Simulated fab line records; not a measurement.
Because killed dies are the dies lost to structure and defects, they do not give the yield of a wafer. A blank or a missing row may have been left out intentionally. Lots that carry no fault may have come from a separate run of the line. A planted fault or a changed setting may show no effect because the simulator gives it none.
Matching of chambers + flow n5-finfet + uv-cure-03 running N5_BEOL_M9_CURE_72: 3 sister chambers
The step cures SiCOH lowk, time 120 s. 27 wafers are shown with their chamber, then 12 later ones without.

## WAFERS, EACH WITH ITS CHAMBER
| wafer  | chamber | wafer_temp_C_max | lamp-power-pct (%) |
|--------|---------|------------------|--------------------|
| L074.1 | 2       | 370.9            | 52.29              |
| L074.4 | 2       | 371.5            | 52.35              |
| L074.6 | 2       | 371.2            | 52.35              |
| L076.3 | 1       | 371.7            | 52.33              |
| L076.4 | 1       | 371.2            | 52.39              |
| L076.6 | 1       | 371.2            | 52.29              |
| L077.1 | 2       | 371.1            | 52.39              |
| L077.4 | 2       | 371.2            | 52.41              |
| L077.5 | 2       | 371.6            | 52.28              |
| L079.4 | 1       | 370.9            | 52.29              |
| L079.5 | 1       | 371.2            | 52.35              |
| L079.6 | 1       | 371.3            | 52.31              |
| L082.1 | 0       | 371.9            | 52.18              |
| L082.2 | 0       | 371.5            | 52.33              |
| L082.3 | 0       | 371.8            | 52.23              |
| L085.1 | 2       | 371.5            | 52.28              |
| L085.4 | 2       | 371.5            | 52.31              |
| L085.6 | 2       | 371.7            | 52.39              |
| L084.2 | 0       | 372.0            | 52.35              |
| L084.4 | 0       | 372.1            | 52.28              |
| L084.5 | 0       | 372.1            | 52.41              |
| L086.1 | 0       | 371.3            | 52.34              |
| L086.4 | 0       | 371.7            | 52.36              |
| L086.5 | 0       | 371.5            | 52.35              |
| L088.3 | 2       | 371.5            | 52.37              |
| L088.5 | 2       | 371.3            | 52.25              |
| L088.6 | 2       | 371.1            | 52.30              |

SIGNATURES, as means of the wafers listed above
| reading          | chamber 0 | chamber 1 | chamber 2 | scatter within a chamber |
|------------------|-----------|-----------|-----------|--------------------------|
| wafer_temp_C_max | 371.767   | 371.250   | 371.342   | 0.262                    |
| lamp-power-pct   | 52.3144   | 52.3267   | 52.3308   | 0.0573                   |
Rule: a wafer lies at a distance from a chamber equal to the root of the sum of squares, over the readings, of (its reading less the chamber's mean, divided by the reading's scatter). The wafer belongs to the nearest chamber; if the next one is less than 2 further off, it can't be placed. The scatter is the square root of a quotient: the sum, over the shown wafers, of each reading's squared deviation from its chamber's mean, divided by wafers minus chambers.

## WAFERS WITH NO CHAMBER GIVEN
| wafer  | wafer_temp_C_max | lamp-power-pct (%) |
|--------|------------------|--------------------|
| L091.1 | 371.1            | 52.25              |
| L091.2 | 372.0            | 52.39              |
| L091.4 | 371.8            | 52.33              |
| L094.3 | 371.7            | 52.41              |
| L094.5 | 371.2            | 52.29              |
| L094.6 | 371.4            | 52.37              |
| L095.1 | 371.5            | 52.27              |
| L095.2 | 371.2            | 52.24              |
| L095.3 | 371.7            | 52.31              |
| L096.1 | 372.2            | 52.40              |
| L096.3 | 372.0            | 52.35              |
| L096.4 | 372.3            | 52.29              |

## EACH ONE'S CHAMBER
| wafer  | from the rows above          | in truth |
|--------|------------------------------|----------|
| L091.1 | can't be placed: 1 or 2 or 0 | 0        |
| L091.2 | can't be placed: 0 or 2 or 1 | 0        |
| L091.4 | can't be placed: 0 or 2 or 1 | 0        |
| L094.3 | can't be placed: 0 or 2 or 1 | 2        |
| L094.5 | can't be placed: 1 or 2 or 0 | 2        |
| L094.6 | can't be placed: 2 or 1 or 0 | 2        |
| L095.1 | can't be placed: 2 or 0 or 1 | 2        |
| L095.2 | can't be placed: 1 or 2 or 0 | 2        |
| L095.3 | can't be placed: 0 or 2 or 1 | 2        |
| L096.1 | can't be placed: 0 or 2 or 1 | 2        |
| L096.3 | can't be placed: 0 or 2 or 1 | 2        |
| L096.4 | can't be placed: 0 or 2 or 1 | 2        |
Correctly placed: 0 of 12. Unplaceable from these rows: 12, with the true chamber sitting among the candidates in 12. Wrongly placed: 0.
